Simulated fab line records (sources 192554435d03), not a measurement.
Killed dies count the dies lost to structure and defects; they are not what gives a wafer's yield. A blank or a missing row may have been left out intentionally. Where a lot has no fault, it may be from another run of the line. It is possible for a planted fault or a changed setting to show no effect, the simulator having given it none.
Comparing a struck lot with a sound one	flow n5-finfet	26 steps out of a route of 1938
Sound: these wafers, L629.1, L629.2, L629.3. Wafers struck: L627.1, L627.3, L627.6. The cause is named last.
Each step with rows lists, per side, the tool, then ch with its chambers, then its first start. Under that, the readings that differ: sound wafers	struck wafers	difference of the means	sigmas: that difference in standard deviations of wafers without a fault.
alike: a reading whose means differ by less than 2 such deviations, as well as words and numbers matching on both sides. not compared: withheld readings; readings where some wafer has no value; bounds like >300 that might hide an equal value; numbers whose values overlap and for which the record gives no deviation.
Wherever a step has rows on one side only, a row that says differs or no value, or a row with sigmas, the two part there. Non-overlapping numbers with no deviation appear without sigmas and do not part them. A reading missing from all wafers of one side parts the sides only when that side holds two or more wafers.

first, 9 steps without rows for these wafers: N5_BEOL_M2_ILD_DEP_00 (deposits SiOC from DEMS/O2, target thk 79 nm, time 15.3 s); N5_BEOL_M2_PECVD_72 (deposits SiO2 from TEOS/O2, target thk 16 nm, time 18 s); N5_BEOL_M2_HM_DEP_02 (deposits TiN, target thk 20 nm); N5_BEOL_M2_COAT_61 (time 60 s, resist thk 60 nm); N5_BEOL_M2_COAT_62 (time 60 s, resist thk 12 nm); N5_BEOL_M2_COAT_73 (time 60 s, resist thk 5 nm); N5_BEOL_M2_COAT_05 (resist thk 30 nm); N5_BEOL_M2_EBR_07; N5_BEOL_M2_SOFTBAKE_06 (time 60 s).
N5_BEOL_M2_EXPOSE_08: exposes mask M2.
  sound on euv-scanner-02 ch 0, day 12 12:11; struck on euv-scanner-01 ch 0, day 11 21:56
reading	sound	struck	difference	sigmas
exposure-dose-mJ-cm2	41.61 41.64 41.70	44.64 44.59 44.64	+2.97	+15
  alike: mask, focus-offset-nm, reticle-temp-C
then, 2 steps without rows for these wafers: N5_BEOL_M2_PEB_09 (peb time 60 s); N5_BEOL_M2_DEVELOP_10 (develop time 30 s).
N5_BEOL_M2_CD_MEAS_11: the cd target is 16.79 nm.
  sound on cd-sem-02 ch 0, day 12 12:19; struck on cd-sem-01 ch 0, day 11 22:04
reading	sound	struck	difference	sigmas
cd-nm (nm)	16.48 16.59 16.63	18.34 18.59 18.50	+1.91	+8
then, 1 step without rows for these wafers: N5_BEOL_M2_DESCUM_16 (chemistry O2, time 7 s).
N5_BEOL_M2_ETCH_74: etches underlayer in N2/H2, target depth 6.5 nm, time 5.2 s.
  sound on rie-diel-02 ch 0,2,3, day 12 12:29; struck on rie-diel-05 ch 1,2,3, day 11 22:13
reading	sound	struck	difference	sigmas
model.BEOL_M2.cd-offset-nm (nm)	0.2 -0.2 -0.2	1.8 1.6 1.8	+1.8	
  alike: drypump-motor-current-A, etch-rf-on-time-s, h2-flow-sccm, oes-product-au, rf-vpp-V, showerhead-plenum-p-Torr, throttle-valve-pct
  not compared: rf-hours-counter-h
then, 5 steps without rows for these wafers: N5_BEOL_M2_ETCH_63 (etches SiARC in CF4, target depth 15.6 nm, time 26 s); N5_BEOL_M2_ETCH_64 (etches SOC in N2/H2, target depth 75 nm, overetch 22.5 nm, time 121.9 s); N5_BEOL_M2_STRIP_65 (strips in N2/H2); N5_BEOL_M2_STRIP_75 (strips in N2/H2); N5_BEOL_M2_STRIP_66 (strips in CF4).
N5_BEOL_M2_HM_OPEN_17: chemistry Cl2/BCl3, target TiN, target depth 20 nm, overetch 6 nm.
  sound on rie-metal-02 ch 0,1, day 12 12:41; struck on rie-metal-01 ch 1, day 11 22:26
reading	sound	struck	difference	sigmas
model.BEOL_M2.cd-offset-nm (nm)	0.4 -0.4 -0.4	1.8 1.4 1.6	+1.7	
  alike: drypump-motor-current-A, oes-product-au, throttle-valve-pct
  not compared: rf-hours-counter-h
then, 1 step without rows for these wafers: N5_BEOL_M2_STRIP_19 (strips in O2).
N5_BEOL_M2_CD_MEAS_18: pitch 36 nm, target cd 18 nm.
  struck on cd-sem-03, day 11 22:43; sound on cd-sem-02, day 12 12:53
reading	sound	struck	difference	sigmas
cd-nm (nm)	18.4 17.5 17.6	19.8 19.5 19.7	+1.8	+5
then, 1 step without rows for these wafers: N5_BEOL_M2_COAT_67 (time 60 s, resist thk 60 nm).
N5_BEOL_M4_RC_MEAS_101:
  the record has rows for the sound wafers here (prober-01 ch 0, day 13 23:52) and none for the struck ones
-- record jumps: 6 days separate the struck wafers' starts on either side; left off in module BEOL_M4, taken up again in module PASSIVATION, whose first shown step is the route's number 1936 --
N5_PASSIVATION_PROBE_49:
  record: rows for the struck wafers here (prober-01, day 17 14:25), none for the sound ones

== WHERE THEY PART ==
Last at N5_PASSIVATION_PROBE_49 as far as this record goes, first at N5_BEOL_M2_EXPOSE_08.

WHY: the cause the simulator had injected
Process parameter drift: euv-scanner-01, from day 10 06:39 on, at N5_BEOL_M2_EXPOSE_08. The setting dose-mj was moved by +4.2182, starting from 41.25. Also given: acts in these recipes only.
